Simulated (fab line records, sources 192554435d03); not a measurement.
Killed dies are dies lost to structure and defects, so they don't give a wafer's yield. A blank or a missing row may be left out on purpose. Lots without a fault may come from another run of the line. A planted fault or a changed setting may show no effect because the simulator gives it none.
Chamber matching | flow n5_finfet | N5_BEOL_M1_ILD_DEP_00 on pecvd-02: 3 sister chambers
The step deposits SiOC from DEMS/O2, target thk 79 nm, time 15.3 s. 3 wafers are shown with their chamber, then 11 later ones without.

WAFERS WITH THEIR CHAMBER
wafer  | chamber | throttle_valve_pct (%)
L085.5 | 2       | 12.3
L091.4 | 0       | 11.5
L093.2 | 1       | 12.3

WAFERS WITHOUT THEIR CHAMBER
wafer  | throttle_valve_pct (%)
L093.5 | 11.7
L093.6 | 12.5
L094.1 | 11.3
L094.4 | 11.7
L094.6 | 11.5
L095.1 | 11.1
L095.3 | 11.7
L095.4 | 11.7
L097.1 | 11.8
L097.2 | 11.3
L097.6 | 11.3

WHICH CHAMBER EACH WENT THROUGH
wafer  | from the rows above          | in truth
L093.5 | can't be placed: 0 or 1 or 2 | 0
L093.6 | can't be placed: 1 or 2      | 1
L094.1 | 0                            | 0
L094.4 | can't be placed: 0 or 1 or 2 | 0
L094.6 | 0                            | 0
L095.1 | 0                            | 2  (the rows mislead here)
L095.3 | can't be placed: 0 or 1 or 2 | 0
L095.4 | can't be placed: 0 or 1 or 2 | 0
L097.1 | can't be placed: 0 or 1 or 2 | 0
L097.2 | 0                            | 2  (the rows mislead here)
L097.6 | 0                            | 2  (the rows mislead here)
Placed correctly: 2 of 11. Can't be placed from these rows: 6 (the true chamber is among the candidates in 6). Placed wrongly: 3.
How it was worked out, from the rows above alone: a wafer's distance from a chamber is the root of the sum, over the readings, of the square of ((its reading less the chamber's mean) divided by the reading's scatter). The wafer belongs to the nearest chamber; if the next one is less than 2 further off, it can't be placed. A chamber's mean is the mean of its shown wafers. The scatter: with one shown wafer a chamber, the root of the mean of the squares of how far each hidden wafer lies from its nearest shown one.
